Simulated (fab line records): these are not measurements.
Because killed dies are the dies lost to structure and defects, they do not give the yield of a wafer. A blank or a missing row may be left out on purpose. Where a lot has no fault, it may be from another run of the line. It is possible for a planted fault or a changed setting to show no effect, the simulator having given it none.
A struck lot beside a sound one ; flow n5 finfet ; 40 out of 1938 route steps
Sound: the wafers L759.1, L759.5, L759.6. Struck: wafer L762.6 (left out: L762.3, L762.5 of the same lot, which were not struck); the cause appears at the end.
Per side, at each step with rows, come the tool, then ch with its chambers, and then its first start. Under that, the readings that differ: sound wafers ; struck wafers ; difference of the means ; sigmas: that difference in standard deviations of wafers without a fault.
alike: words and numbers the same on both sides, and readings whose means are apart by under 2 such deviations; not compared: readings that were withheld, readings missing a value for some wafer, numbers with overlapping values and no deviation given by the record, and bounds like >300 which may hide the same value.
A row with sigmas, a row that says differs or no value, or rows on one side alone: a step with any of these is where the two part. Numbers that have no deviation but don't overlap get no sigmas and don't part them. A reading missing from all wafers of one side parts the sides only when that side holds two or more wafers.

first, 9 steps without rows for these wafers: N5_BEOL_M4_ANNEAL_95 (time 240 s); N5_BEOL_M4_SPUTTER_96 (material Cu, target thk 4.5 nm, time 8.29 s); N5_BEOL_M4_ECD_50 (material Cu, target thk 300 nm); N5_BEOL_M4_ANNEAL_51 (time 90 s); N5_BEOL_M4_CMP_52 (polishes, stops on SiOC, t overpolish 6.8 s, target thk 40 nm); N5_BEOL_M4_PRE_CLEAN_60 (time 15 s); N5_BEOL_M4_CO_CAP_55 (material Co, precursor CCTBA/H2, target thk 2 nm, time 102.1 s); N5_BEOL_M4_PRE_CLEAN_56 (time 15 s); N5_BEOL_M4_DEP_57 (deposits SiCN from 3MS/NH3, target thk 8 nm, time 14 s).
N5_BEOL_M4_RC_MEAS_101:
  sound on prober-01 ch 0, day 11 14:42; struck on prober-01 ch 0, day 13 20:49
reading;sound;struck;difference;sigmas
VT_P (mV);-244 -245 -245;-251;-6;-2
  alike: DIBL_N, DIBL_P, IOFF_N, IOFF_P, ION_N, ION_P, SS_N, SS_P, VT_N
then, 24 steps without rows for these wafers: N5_BEOL_M5_ILD_DEP_00 (deposits SiCOH lowk from DEMS/porogen, target thk 140.64 nm, time 25.9 s); N5_BEOL_M5_CURE_79 (cures SiCOH lowk, time 240 s); N5_BEOL_M5_PECVD_70 (deposits SiO2 from TEOS/O2, target thk 16 nm, time 18 s); N5_BEOL_M5_HM_DEP_02 (deposits TiN, target thk 20 nm); N5_BEOL_M5_COAT_59 (time 60 s, resist thk 60 nm); N5_BEOL_M5_COAT_60 (time 60 s, resist thk 12 nm); N5_BEOL_M5_COAT_71 (time 60 s, resist thk 5 nm); N5_BEOL_M5_COAT_05 (resist thk 30 nm); N5_BEOL_M5_EBR_07; N5_BEOL_M5_SOFTBAKE_06 (time 60 s); N5_BEOL_M5_EXPOSE_08 (exposes mask M5, target cd 28 nm); N5_BEOL_M5_PEB_09 (peb time 60 s); N5_BEOL_M5_DEVELOP_10 (develop time 30 s); N5_BEOL_M5_DESCUM_16 (chemistry O2, time 7 s); N5_BEOL_M5_ETCH_72 (etches underlayer in N2/H2, target depth 6.5 nm, time 5.2 s); N5_BEOL_M5_ETCH_61 (etches SiARC in CF4, target depth 15.6 nm, time 26 s); N5_BEOL_M5_ETCH_62 (etches SOC in N2/H2, target depth 75 nm, overetch 15 nm, time 112.5 s); N5_BEOL_M5_STRIP_63 (strips in N2/H2); N5_BEOL_M5_STRIP_73 (strips in N2/H2); N5_BEOL_M5_STRIP_64 (strips in CF4); N5_BEOL_M5_HM_OPEN_17 (chemistry Cl2/BCl3, target TiN, target depth 20 nm, overetch 6 nm); N5_BEOL_M5_STRIP_19 (strips in O2); N5_BEOL_M5_COAT_65 (time 60 s, resist thk 60 nm); N5_BEOL_M5_COAT_66 (time 60 s, resist thk 12 nm).
N5_BEOL_M6_ETCH_62: etches SOC in N2/H2, target depth 110 nm, overetch 22 nm, time 165 s.
  sound on rie diel-01 ch 1,2, day 12 07:04; struck on rie diel-01 ch 3, day 14 13:17
reading;sound;struck;difference;sigmas
oes product au (a.u.);0.77 0.79 0.61;0.57;-0.15;-2
throttle valve pct (%);17.32 17.33 18.13;18.23;+0.64;+2
model.etch.depth nm (nm);99.87 100.1 100.2;86.38;-13.68;
model.SiARC_of_BEOL_M6_COAT_60.thk nm (nm);28.2 28.2 28.4;30.6;+2.3;
model.BEOL_M6.cd offset nm (nm);0 0 0;-1.2;-1.2;
  alike: drypump motor current A, n2 flow sccm, rf vpp V, showerhead plenum p Torr
  not compared: rf hours counter h
N5_BEOL_M6_HM_OPEN_17: chemistry Cl2/BCl3, target TiN, target depth 20 nm, overetch 6 nm.
  sound on rie metal-01 ch 0,1, day 12 07:16; struck on rie metal-01 ch 1, day 14 13:31
reading;sound;struck;difference;sigmas
oes product au (a.u.);0.54 0.55 0.72;0.31;-0.29;-4
throttle valve pct (%);21.85 21.88 21.77;22.44;+0.61;+3
model.BEOL_M6.cd offset nm (nm);0 0 0;-1.2;-1.2;
  alike: drypump motor current A, mfc ar sccm
  not compared: rf hours counter h
N5_BEOL_M6_CD_MEAS_18: pitch 80 nm, target cd 40 nm.
  sound on cd sem-01 at day 12 07:29; struck on cd sem-03 at day 14 13:51
  not compared: cd nm
N5_BEOL_M6_VIA_ETCH_34: etches SiCOH lowk in C4F6/O2, target depth 126.3 nm, time 50.9 s.
  sound on rie diel-05 ch 0,2,3, day 12 09:53; struck on rie diel-05 ch 1, day 14 18:13
reading;sound;struck;difference;sigmas
oes product au (a.u.);0.78 0.70 0.78;0.28;-0.47;-7
throttle valve pct (%);21.05 21.23 21.15;20.67;-0.47;-2
  alike: drypump motor current A, mfc ar sccm, rf vpp V, showerhead plenum p Torr
  not compared: rf hours counter h
N5_BEOL_M6_OCD_MEAS_38:
  sound on ocd-02 at day 12 10:08; struck on ocd-01 at day 14 18:28
  not compared: trench depth nm
-- the record jumps here: 3 days lie between the struck wafers' starts before and after (it left off in module BEOL_M6 and takes up again in module PASSIVATION, whose first step shown is number 1936 of the route) --
N5_PASSIVATION_PROBE_49:
  the record has rows for the struck wafers here (prober-01, day 18 01:14) and none for the sound ones

WHERE THEY PART
Last at N5_PASSIVATION_PROBE_49 as far as this record goes, first at N5_BEOL_M4_RC_MEAS_101.

WHY: the cause the simulator had injected
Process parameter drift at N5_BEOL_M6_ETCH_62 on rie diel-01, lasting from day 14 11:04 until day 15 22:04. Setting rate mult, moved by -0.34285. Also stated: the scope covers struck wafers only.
